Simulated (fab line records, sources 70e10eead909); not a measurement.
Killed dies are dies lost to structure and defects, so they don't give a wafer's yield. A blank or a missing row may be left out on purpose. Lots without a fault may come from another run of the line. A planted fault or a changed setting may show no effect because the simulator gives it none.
Chamber matching | flow nand_harc | NHARC_P_M1_DESCUM_14 on rie_diel-08: 3 sister chambers
The step chemistry O2, time 3 s. 20 wafers are shown with their chamber, then 7 later ones without.

WAFERS WITH THEIR CHAMBER
wafer  | chamber | showerhead_plenum_p_Torr (Torr) | drypump_motor_current_A (A) | oes_product_au (a.u.)
L074.1 | 1       | 1.85                            | 6.1                         | 1.001
L074.3 | 2       | 2.00                            | 5.5                         | 0.999
L074.5 | 2       | 2.00                            | 5.5                         | 1.016
L078.1 | 2       | 2.00                            | 5.5                         | 0.989
L078.4 | 2       | 2.00                            | 5.5                         | 1.001
L078.6 | 3       | 2.01                            | 6.4                         | 1.000
L085.2 | 2       | 2.00                            | 5.5                         | 0.992
L085.3 | 3       | 2.01                            | 6.4                         | 0.996
L085.6 | 3       | 2.01                            | 6.4                         | 0.997
L084.3 | 2       | 2.00                            | 5.5                         | 0.994
L084.4 | 2       | 2.00                            | 5.5                         | 1.002
L084.5 | 1       | 1.85                            | 6.1                         | 1.014
L086.2 | 1       | 1.85                            | 6.1                         | 1.011
L086.3 | 2       | 2.00                            | 5.5                         | 0.998
L086.5 | 1       | 1.85                            | 6.1                         | 1.006
L091.2 | 1       | 1.84                            | 6.2                         | 0.999
L091.4 | 2       | 2.00                            | 5.5                         | 0.989
L091.5 | 3       | 2.01                            | 6.5                         | 0.974
L092.4 | 2       | 2.00                            | 5.5                         | 1.002
L092.5 | 3       | 2.01                            | 6.4                         | 0.991

SIGNATURES (means of the wafers above)
reading                  | chamber 1 | chamber 2 | chamber 3 | scatter within a chamber
showerhead_plenum_p_Torr | 1.8480    | 2.0000    | 2.0100    | 0.00217
drypump_motor_current_A  | 6.120     | 5.500     | 6.420     | 0.0307
oes_product_au           | 1.00620   | 0.99820   | 0.99160   | 0.0083
Rule: a wafer's distance from a chamber is the root of the sum, over the readings, of the square of ((its reading less the chamber's mean) divided by the reading's scatter). The wafer belongs to the nearest chamber; if the next one is less than 2 further off, it can't be placed. The scatter: the root of (the sum of the squares of (reading less its chamber's mean) over the shown wafers, divided by (wafers less chambers)).

WAFERS WITHOUT THEIR CHAMBER
wafer  | showerhead_plenum_p_Torr (Torr) | drypump_motor_current_A (A) | oes_product_au (a.u.)
L094.1 | 2.01                            | 6.5                         | 0.998
L094.2 | 1.84                            | 6.1                         | 1.003
L096.1 | 2.01                            | 6.4                         | 1.005
L096.4 | 1.84                            | 6.2                         | 1.019
L097.1 | 1.84                            | 6.2                         | 1.012
L097.4 | 2.00                            | 5.5                         | 0.990
L097.5 | 1.84                            | 6.2                         | 1.008

WHICH CHAMBER EACH WENT THROUGH
wafer  | from the rows above | in truth
L094.1 | 3                   | 3
L094.2 | 1                   | 1
L096.1 | 3                   | 3
L096.4 | 1                   | 1
L097.1 | 1                   | 1
L097.4 | 2                   | 2
L097.5 | 1                   | 1
Placed correctly: 7 of 7. Can't be placed from these rows: 0. Placed wrongly: 0.
